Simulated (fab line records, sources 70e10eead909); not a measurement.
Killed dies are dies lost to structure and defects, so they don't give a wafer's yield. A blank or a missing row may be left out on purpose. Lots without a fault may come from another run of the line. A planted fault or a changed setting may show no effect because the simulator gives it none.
Which tool did it? | flow nand_harc | 11 lots, 33 wafers sampled, at 5 steps of a route of 1159

WHAT THE GAUGES READ, wafer by wafer
NHARC_A_M1_INSPECT_27.
lot  | measured     | on                | raw_defect_count
L283 | day 17 12:08 | defect_inspect-01 | 681 506 523
L284 | day 18 05:02 | defect_inspect-02 | 403 218 446
L293 | day 20 04:26 | defect_inspect-02 | 592 596 650
L290 | day 20 05:30 | defect_inspect-02 | 457 382 416
L295 | day 20 23:39 | defect_inspect-01 | 554 310 426
L296 | day 20 23:52 | defect_inspect-02 | 437 629 449
L299 | day 22 08:20 | defect_inspect-01 | 464 345 429
L302 | day 22 17:24 | defect_inspect-01 | 515 512 935
L303 | day 23 01:50 | defect_inspect-02 | 568 478 391
L304 | day 23 02:22 | defect_inspect-01 | 400 447 588
L305 | day 23 07:03 | defect_inspect-02 | 338 441 381

NHARC_END_SORT_01.
lot  | measured     | on        | defect_limited_yield (%) | killed_at_array | killed_at_other | killed_at_periphery | killed_dies | killed_open | killed_short | sort_bin_2_pct (%) | sort_bin_3_pct (%) | sort_bin_4_pct (%) | sort_n_pass | sort_rim_yield_pct (%) | sort_yield_pct (%)
L283 | day 18 20:38 | prober-02 | 94.7 94.7 95.4           | 31 34 27        | 1 0 0           | 4 2 4               | 36 36 31    | 5 0 4       | 0 4 2        | 0.9 1.5 1.0        | 0.15 0.15 0.44     | 4.3 3.7 3.1        | 641 641 646 | 95.3 97.2 96.2         | 94.7 94.7 95.4
L284 | day 20 00:34 | prober-01 | 97.5 98.1 96.3           | 14 8 24         | 0 0 0           | 3 5 1               | 17 13 25    | 7 3 8       | 1 1 1        | 1.0 0.7 1.3        | 0.15 0 0.30        | 1.3 1.2 2.1        | 660 664 652 | 99.1 99.1 97.2         | 97.5 98.1 96.3
L293 | day 21 13:19 | prober-01 | 0 0 0                    | 674 674 670     | 0 3 3           | 3 0 4               | 677 677 677 | 3 6 3       | 1 2 4        | 98.5 97.6 97.5     | 0.30 0 0.30        | 1.2 2.4 2.2        | 0 0 0       | 0 0 0                  | 0 0 0
L290 | day 21 13:20 | prober-02 | 0 0 0                    | 671 670 673     | 0 2 0           | 6 5 4               | 677 677 677 | 3 5 4       | 3 3 2        | 97.0 96.5 96.9     | 0.30 0.15 0.44     | 2.7 3.4 2.7        | 0 0 0       | 0 0 0                  | 0 0 0
L295 | day 22 09:44 | prober-02 | 95.0 96.2 96.5           | 31 24 21        | 1 0 0           | 2 2 3               | 34 26 24    | 2 2 3       | 1 1 2        | 1.6 2.1 1.0        | 0.30 0.30 0.15     | 3.1 1.5 2.4        | 643 651 653 | 99.1 100.0 99.1        | 95.0 96.2 96.5
L296 | day 22 09:46 | prober-01 | 94.8 94.8 95.1           | 33 32 26        | 1 0 0           | 1 3 7               | 35 35 33    | 4 5 6       | 3 1 1        | 1.5 1.6 1.9        | 0 0 0.15           | 3.7 3.5 2.8        | 642 642 644 | 95.3 96.2 95.3         | 94.8 94.8 95.1
L299 | day 23 19:49 | prober-02 | 96.5 96.2 95.4           | 21 21 25        | 0 0 0           | 3 5 6               | 24 26 31    | 5 3 3       | 1 1 4        | 1.3 1.0 1.3        | 0 0 0.30           | 2.2 2.8 3.0        | 653 651 646 | 97.2 96.2 94.3         | 96.5 96.2 95.4
L302 | day 24 03:51 | prober-01 | 91.4 94.1 93.4           | 55 40 44        | 2 0 0           | 1 0 1               | 58 40 45    | 6 3 5       | 5 1 0        | 2.7 2.5 1.8        | 0.44 0.15 0.44     | 5.5 3.2 4.4        | 619 637 632 | 91.5 98.1 96.2         | 91.4 94.1 93.4
L303 | day 24 13:43 | prober-01 | 95.6 94.5 96.0           | 30 34 26        | 0 0 0           | 0 3 1               | 30 37 27    | 5 3 2       | 1 7 0        | 1.2 2.1 1.0        | 0.15 0.30 0.30     | 3.1 3.1 2.7        | 647 640 650 | 99.1 95.3 100.0        | 95.6 94.5 96.0
L304 | day 24 11:26 | prober-02 | 94.2 94.7 94.4           | 38 34 35        | 0 0 1           | 1 2 2               | 39 36 38    | 3 3 2       | 1 3 2        | 2.4 1.3 1.2        | 0 0.15 0.15        | 3.4 3.8 4.3        | 638 641 639 | 98.1 98.1 100.0        | 94.2 94.7 94.4
L305 | day 24 19:20 | prober-02 | 91.7 91.7 93.2           | 41 50 38        | 0 0 0           | 15 6 8              | 56 56 46    | 1 3 1       | 3 2 4        | 1.6 3.0 2.4        | 0.59 0.59 0.44     | 6.1 4.7 4.0        | 621 621 631 | 98.1 92.5 94.3         | 91.7 91.7 93.2

WHICH TOOL RAN EACH LOT (tool, then ch and the chambers of the sampled wafers, then the start)
lot  | NHARC_A_M1_ETCH_35                 | NHARC_A_M1_PVD_21                       | NHARC_A_BONDPAD_DEP_00
L283 | rie_diel-02 ch 0,1, day 17 09:19   | pvd_sputter-03, day 17 12:08 or earlier | pecvd-03 ch 0,1,2, day 17 12:56
L284 | rie_diel-06 ch 2,3, day 18 02:31   | pvd_sputter-01, day 18 05:02 or earlier | pecvd-02 ch 0,1,2, day 18 05:46
L293 | rie_diel-08 ch 0,1,2, day 20 01:27 | pvd_sputter-02, day 20 04:26 or earlier | pecvd-01 ch 0,2, day 20 05:11
L290 | rie_diel-06 ch 0,2, day 20 03:01   | pvd_sputter-02, day 20 05:30 or earlier | pecvd-02 ch 0,2, day 20 06:14
L295 | rie_diel-06 ch 0,1, day 20 21:10   | pvd_sputter-03, day 20 23:39 or earlier | pecvd-02 ch 1,2, day 21 00:21
L296 | rie_diel-02 ch 0,2,3, day 20 21:20 | pvd_sputter-02, day 20 23:52 or earlier | pecvd-02 ch 0,1, day 21 00:41
L299 | rie_diel-08 ch 0,3, day 22 05:50   | pvd_sputter-03, day 22 08:20 or earlier | pecvd-02 ch 1,2, day 22 09:17
L302 | rie_diel-08 ch 0,2,3, day 22 14:55 | pvd_sputter-02, day 22 17:24 or earlier | pecvd-01 ch 0,2, day 22 18:16
L303 | rie_diel-02 ch 0,1,3, day 22 23:19 | pvd_sputter-02, day 23 01:50 or earlier | pecvd-02 ch 1,2, day 23 02:32
L304 | rie_diel-06 ch 1,3, day 22 23:52   | pvd_sputter-01, day 23 02:22 or earlier | pecvd-02 ch 0,2, day 23 03:04
L305 | rie_diel-06 ch 1,2, day 23 04:20   | pvd_sputter-03, day 23 07:03 or earlier | pecvd-02 ch 0,1, day 23 07:47
- NHARC_A_M1_ETCH_35: etches the open film in N2/H2, target depth 40 nm, overetch 12 nm, time 43.94 s.
- NHARC_A_M1_PVD_21: deposits Cu, target thk 30 nm, time 20.49 s.
- NHARC_A_BONDPAD_DEP_00: deposits SiCN, target thk 250 nm.

WHAT THE TOOLS THEMSELVES READ (means of the sampled wafers that have a number; where no wafer has one, the mark that the record gives instead)
NHARC_A_M1_ETCH_35.
lot  | tool        | drypump_motor_current_A (A) | h2_flow_sccm (sccm) | oes_product_au (a.u.) | rf_vpp_V (V) | showerhead_plenum_p_Torr (Torr) | throttle_valve_pct (%)
L283 | rie_diel-02 | 5.9                         | 150.0               | 0.994                 | 432.3        | 2.10                            | 14.170
L284 | rie_diel-06 | 5.6                         | 150.4               | 1.002                 | 432.5        | 2.13                            | 14.169
L293 | rie_diel-08 | 5.5                         | 150.1               | 0.985                 | 430.1        | 2.04                            | 14.167
L290 | rie_diel-06 | 5.5                         | 150.0               | 0.995                 | 431.9        | 2.10                            | 14.173
L295 | rie_diel-06 | 6.1                         | 150.2               | 0.995                 | 431.4        | 2.04                            | 14.173
L296 | rie_diel-02 | 5.8                         | 150.2               | 0.997                 | 430.6        | 2.06                            | 14.171
L299 | rie_diel-08 | 5.0                         | 150.1               | 1.004                 | 432.5        | 2.12                            | 14.176
L302 | rie_diel-08 | 5.3                         | 149.9               | 0.993                 | 431.9        | 2.09                            | 14.171
L303 | rie_diel-02 | 5.9                         | 149.8               | 0.999                 | 431.0        | 2.05                            | 14.170
L304 | rie_diel-06 | 6.1                         | 150.4               | 1.007                 | 433.0        | 2.12                            | 14.183
L305 | rie_diel-06 | 5.7                         | 150.1               | 0.994                 | 431.7        | 2.07                            | 14.173

NHARC_A_M1_PVD_21.
lot  | tool           | throttle_valve_pct (%)
L283 | pvd_sputter-03 | 30.1
L284 | pvd_sputter-01 | 30.0
L293 | pvd_sputter-02 | 30.9
L290 | pvd_sputter-02 | 30.9
L295 | pvd_sputter-03 | 29.8
L296 | pvd_sputter-02 | 30.5
L299 | pvd_sputter-03 | 29.9
L302 | pvd_sputter-02 | 30.5
L303 | pvd_sputter-02 | 31.3
L304 | pvd_sputter-01 | 30.2
L305 | pvd_sputter-03 | 29.9

NHARC_A_BONDPAD_DEP_00.
lot  | tool     | chamber_pressure_Torr (Torr) | heater_power_outer_w (W) | heater_power_w (W) | showerhead_vpp_V (V) | susceptor_temp_C (C)
L283 | pecvd-03 | 2.993                        | 344                      | 596                | 1431                 | 369.84
L284 | pecvd-02 | 2.993                        | 320                      | 589                | 1276                 | 369.94
L293 | pecvd-01 | -                            | -                        | -                  | -                    | -
L290 | pecvd-02 | -                            | -                        | -                  | -                    | -
L295 | pecvd-02 | 3.005                        | 371                      | 706                | 1284                 | 369.97
L296 | pecvd-02 | 3.003                        | 383                      | 695                | 1290                 | 369.93
L299 | pecvd-02 | 3.009                        | 375                      | 720                | 1278                 | 370.04
L302 | pecvd-01 | 3.001                        | 303                      | 503                | 1283                 | 369.98
L303 | pecvd-02 | 2.995                        | 339                      | 658                | 1297                 | 370.01
L304 | pecvd-02 | 2.996                        | 268                      | 511                | 1245                 | 369.82
L305 | pecvd-02 | 3.003                        | 336                      | 590                | 1258                 | 369.94

THE ANSWER, worked out from the rows above alone
Rule: what is usual is taken from the lots themselves. Put in order of their means at a reading, lots are off if they are a third of the lots or fewer, leave a main group of 4 or more, and stand apart from it by a gap of 3 or more times the standard deviation of the main group's means; of several such gaps the widest counts. A main group whose means are all the same, to the digits that the tables above print for the reading, isn't used. A lot without any number at a reading at which 4 lots or more have one is off too. The other lots that the step has rows for count as sound. The gauges are gone through in route order, then the tools' own readings, and for those a lot's mean is taken as printed above. The first step at which some lot is off is used, and at that step the reading that is off furthest; a lot without a number counts as furthest.
Off: L293, L290, at NHARC_END_SORT_01 (sort_bin_2_pct). The main group: mean 1.6 %, standard deviation 0.45.
A tool fits if, at a process step before that reading, it ran every lot that is off, and no sound lot after the first of them. The gauges at NHARC_END_SORT_01 aren't tried: what is off there is off at NHARC_A_BONDPAD_DEP_00 too, on other tools, and a gauge's error can't cause that. NHARC_A_M1_PVD_21 gives no start for some lots, so the hours and the order of its lots are those of NHARC_A_M1_INSPECT_27. None of those tried fits.

WHAT THE SIMULATOR HAD PUT IN
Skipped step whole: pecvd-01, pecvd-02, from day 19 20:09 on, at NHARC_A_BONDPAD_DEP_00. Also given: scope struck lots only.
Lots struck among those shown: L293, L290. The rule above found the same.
